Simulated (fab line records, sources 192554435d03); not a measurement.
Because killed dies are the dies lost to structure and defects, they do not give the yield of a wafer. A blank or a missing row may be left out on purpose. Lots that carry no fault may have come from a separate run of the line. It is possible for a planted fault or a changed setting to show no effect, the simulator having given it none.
Comparing a struck lot with a sound one ; flow n5-finfet ; 16 steps out of a route of 1938
Sound: wafers L987.1, L987.3, L987.4. Struck: wafer L993.2 (left out: L993.5, a lot-mate that was not struck); the cause follows at the end.
At each step with rows: each side's tool, then ch and its chambers, then its first start. Under that, the readings that differ: sound wafers ; struck wafers ; difference of the means ; sigmas: that difference in standard deviations of wafers without a fault.
alike: readings with means less than 2 such deviations apart, plus words and numbers identical on both sides. not compared: withheld readings, readings lacking a value on some wafer, bounds such as >300 that could conceal the same value, and numbers that have no deviation in the record and whose values overlap.
Wherever a step has rows on one side only, a row that says differs or no value, or a row with sigmas, the two part there. Non-overlapping numbers with no deviation appear without sigmas and do not part them. Lack of a reading on every wafer of one side parts them only where that side has two or more wafers.

N5_FIN_CUT_INSPECT_10: inspects for defects (brightfield).
  sound on defect-inspect-01, day 2 02:29; struck on defect-inspect-01, day 3 15:00
  alike: raw-defect-count
N5_FIN_CUT_DESCUM_13: chemistry O2, time 7 s.
  sound on rie-diel-04 ch 0,1,3, day 2 02:43; struck on rie-diel-04 ch 0, day 3 15:02
reading;sound;struck;difference;sigmas
rf-hours-counter-h (h);99 200 162;209;+55;
  alike: drypump-motor-current-A, o2-flow-sccm, oes-product-au, rf-fwd-power-W, rf-vpp-V, showerhead-plenum-p-Torr, throttle-valve-pct
N5_FIN_CUT_ETCH_30: etches underlayer in N2/H2, target depth 13 nm, time 10.4 s.
  sound on rie-diel-04 ch 0,1,3, day 2 02:46; struck on rie-diel-04 ch 0, day 3 15:04
reading;sound;struck;difference;sigmas
rf-hours-counter-h (h);99 200 162;209;+55;
  alike: drypump-motor-current-A, etch-rf-on-time-s, n2-flow-sccm, oes-product-au, rf-fwd-power-W, rf-vpp-V, showerhead-plenum-p-Torr, throttle-valve-pct
then, 5 steps without rows for these wafers: N5_FIN_CUT_ETCH_20 (etches SiARC in CF4, target depth 26 nm, time 43.3 s); N5_FIN_CUT_ETCH_21 (etches SOC in N2/H2, target depth 219 nm, overetch 43.8 nm, time 523.5 s); N5_FIN_CUT_STRIP_23 (strips in N2/H2); N5_FIN_CUT_STRIP_31 (strips in N2/H2); N5_FIN_CUT_STRIP_24 (strips in CF4).
N5_FIN_CUT_CUT_ETCH_26: etches SiNx in CH3F/O2, target depth 39 nm, time 55.7 s.
  sound on rie-diel-04 ch 0,1,3, day 2 03:10; struck on rie-diel-04 ch 0, day 3 15:28
reading;sound;struck;difference;sigmas
rf-hours-counter-h (h);99 200 162;209;+55;
  alike: drypump-motor-current-A, oes-product-au, rf-fwd-power-W, rf-vpp-V, showerhead-plenum-p-Torr, throttle-valve-pct
N5_FIN_CUT_CUT_ETCH_27: etches SiO2 in CHF3/O2, target depth 4 nm, overetch 2 nm, time 4.9 s.
  sound on rie-diel-04 ch 0,1,3, day 2 03:13; struck on rie-diel-04 ch 0, day 3 15:31
reading;sound;struck;difference;sigmas
rf-fwd-power-W (W);643.2 644.5 641.6;648.7;+5.6;+2
rf-hours-counter-h (h);99 200 162;209;+55;
  alike: drypump-motor-current-A, oes-product-au, rf-vpp-V, showerhead-plenum-p-Torr, throttle-valve-pct
N5_FIN_CUT_PRECLEAN_35: cleans in vHF, time 13.3 s.
  sound on vapor-etch-02 ch 0,1, day 2 03:16; struck on vapor-etch-02 ch 0, day 3 15:35
  alike: drypump-motor-current-A
then, 1 step without rows for these wafers: N5_FIN_CUT_CUT_ETCH_15 (etches Si in HBr/Cl2/O2, target depth 100 nm, bt time 10 s, time 42.4 s).
N5_FIN_CUT_CUT_ETCH_28: etches Si in HBr/Cl2/O2, target depth 6 nm, time 2.4 s.
  sound on rie-si-02 ch 0,1,3, day 2 03:25; struck on rie-si-06 ch 1, day 3 15:43
reading;sound;struck;difference;sigmas
oes-product-au (a.u.);1.003 1.015 0.985;1.049;+0.048;+3
rf-hours-counter-h (h);139 37 177;0;-118;
model.etch.depth-nm (nm);6.067 6.076 6.028;10.04;+3.98;
  alike: HBr_flow_sccm, drypump-motor-current-A, throttle-valve-pct
  not compared: rf-fwd-power-W
then, 1 step without rows for these wafers: N5_FIN_CUT_STRIP_22 (strips in N2/H2).
-- here the record skips 6 days between the struck wafers' starts before and after, leaving off in module FIN_CUT and picking up in module BEOL_M4 (first step shown: number 1111 of the route) --
N5_BEOL_M4_RC_MEAS_101:
  sound on prober-01 ch 0, day 8 10:00; struck on prober-01 ch 0, day 9 11:55
reading;sound;struck;difference;sigmas
SS_N (mV/dec);71.0 70.3 70.6;72.5;+1.9;+3
SS_P (mV/dec);72.8 72.9 73.5;74.3;+1.2;+2
  alike: DIBL_N, DIBL_P, IOFF_N, IOFF_P, ION_N, ION_P, VT_N, VT_P
-- a jump in the record: the struck wafers' starts before and after are 4 days apart (it breaks off in module BEOL_M4 and resumes in module PASSIVATION, where the first step shown is number 1936 of the route) --
N5_PASSIVATION_PROBE_49:
  the record has rows for the struck wafers here (prober-01, day 13 09:26) and none for the sound ones

## WHERE THEY PART
First at N5_FIN_CUT_CUT_ETCH_27; last, within this record, at N5_PASSIVATION_PROBE_49.

WHY: what had been put in by the simulator
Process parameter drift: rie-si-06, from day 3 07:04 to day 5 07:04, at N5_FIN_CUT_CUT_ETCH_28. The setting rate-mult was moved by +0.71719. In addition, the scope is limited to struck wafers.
